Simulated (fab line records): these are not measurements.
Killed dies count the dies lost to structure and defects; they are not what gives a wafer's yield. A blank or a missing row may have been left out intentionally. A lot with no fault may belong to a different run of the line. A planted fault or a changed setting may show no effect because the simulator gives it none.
Comparing a struck lot with a sound one + flow n5 finfet + 18 out of 1938 route steps
Sound: wafers L959.1, L959.3, L959.6. The struck wafers were L973.2, L973.4, L973.5. Last of all comes the cause.
Order at every step that has rows: each side's tool, ch and its chambers, its first start. Under that, the readings that differ: sound wafers + struck wafers + difference of the means + sigmas: that difference in standard deviations of wafers without a fault.
alike: readings whose means differ by less than 2 such deviations, and words and numbers that are the same on both sides. not compared: withheld readings, readings that some wafer has no value for, bounds like >300 that may hide the same value, and numbers for which the record gives no deviation and whose values overlap.
The two part at a step that has a row with sigmas, a row that says differs or no value, or rows on one side only. Non-overlapping numbers with no deviation appear without sigmas and do not part them. A reading that every wafer of one side lacks parts them only if that side has two wafers or more.

N5_MIM_BOT_ETCH_ETCH_03: etches the open film in Cl2/BCl3, target depth 12 nm.
  sound on rie metal-02 ch 0,1, day 13 19:53; struck on rie metal-02 ch 0,1, day 16 16:43
| reading               | sound          | struck         | difference | sigmas |
|-----------------------|----------------|----------------|------------|--------|
| oes product au (a.u.) | 0.64 0.84 0.63 | 0.79 0.94 0.94 | +0.19      | +3     |
  alike: drypump motor current A, he backside leak sccm, mfc cl2 sccm, throttle valve pct
  not compared: rf hours counter h
N5_MIM_BOT_ETCH_ETCH_00: etches TiN in Cl2/BCl3, target depth 45.5 nm.
  sound on rie metal-02 ch 0,1, day 13 19:59; struck on rie metal-02 ch 0,1, day 16 16:48
| reading               | sound          | struck         | difference | sigmas |
|-----------------------|----------------|----------------|------------|--------|
| oes_ar_750_au (a.u.)  | 0.63 0.84 0.63 | 0.81 0.94 0.93 | +0.19      | +3     |
| oes product au (a.u.) | 0.64 0.82 0.63 | 0.80 0.93 0.94 | +0.19      | +3     |
  alike: drypump motor current A, he backside leak sccm, mfc cl2 sccm, throttle valve pct
  not compared: rf hours counter h
N5_MIM_BOT_ETCH_STRIP_01: strips in O2.
  sound on rie diel-06 ch 1,2,3, day 13 20:07; struck on rie diel-02 ch 0,2,3, day 16 16:59
  alike: drypump motor current A, oes product au, rf vpp V, showerhead plenum p Torr, throttle valve pct
  not compared: rf hours counter h
then, 3 steps without rows for these wafers: N5_MIM_BOT_ETCH_STRIP_02 (strips in post etch residue remover, time 1200 s); N5_MIM_BOT_ETCH_CLEAN_05 (cleans in IPA, time 180 s); N5_MIM_BOT_ETCH_SRD_06 (time 30 s).
N5_PASSIVATION_PECVD_55: deposits SiO2 from SiH4/N2O, target thk 400 nm, time 22.5 s.
  sound on pecvd-03 ch 0,2, day 13 20:38; struck on pecvd-04 ch 1,2, day 16 17:53
  alike: heater power w, showerhead plenum p Torr, throttle valve pct
N5_PASSIVATION_PECVD_01: deposits SiNx from SiH4/NH3/N2, target thk 200 nm, time 43.2 s.
  sound on pecvd-03 ch 0,2, day 13 20:40; struck on pecvd-04 ch 1,2, day 16 17:56
  alike: heater power w, showerhead plenum p Torr, throttle valve pct
then, 4 steps without rows for these wafers: N5_PASSIVATION_HMDS_03 (time 60 s); N5_PASSIVATION_COAT_04; N5_PASSIVATION_EBR_06; N5_PASSIVATION_SOFTBAKE_05 (time 90 s).
N5_PASSIVATION_EXPOSE_07: exposes mask TV, defocus 0 nm, target cd 3000 nm.
  sound on krf scanner-02 ch 0, day 13 21:31; struck on krf scanner-02 ch 0, day 16 20:02
| reading              | sound                | struck               | difference | sigmas |
|----------------------|----------------------|----------------------|------------|--------|
| exposure dose mJ cm2 | 22.768 22.749 22.741 | 23.749 23.750 23.745 | +0.995     | +45    |
  alike: mask
then, 3 steps without rows for these wafers: N5_PASSIVATION_PEB_08; N5_PASSIVATION_DEVELOP_09 (develop time 60 s); N5_PASSIVATION_HARDBAKE_11 (time 120 s).
N5_PASSIVATION_CD_MEAS_10: target cd 3000 nm.
  sound on cd sem-02 ch 0, day 13 21:41; struck on cd sem-02 ch 0, day 16 20:12
| reading    | sound                | struck               | difference | sigmas |
|------------|----------------------|----------------------|------------|--------|
| cd nm (nm) | 3002.0 3000.3 3000.9 | 3008.4 3008.5 3010.3 | +8.0       | +5     |
N5_PASSIVATION_OVL_MEAS_60:
  sound on overlay-02 ch 0, day 13 21:43; struck on overlay-02 ch 0, day 16 20:14
  alike: TV_OVL

## WHERE THEY PART
Last at N5_PASSIVATION_CD_MEAS_10 as far as this record goes, first at N5_MIM_BOT_ETCH_ETCH_03. Later steps at which nothing parts them and some readings are alike: N5_PASSIVATION_OVL_MEAS_60.

WHY: the cause the simulator had injected
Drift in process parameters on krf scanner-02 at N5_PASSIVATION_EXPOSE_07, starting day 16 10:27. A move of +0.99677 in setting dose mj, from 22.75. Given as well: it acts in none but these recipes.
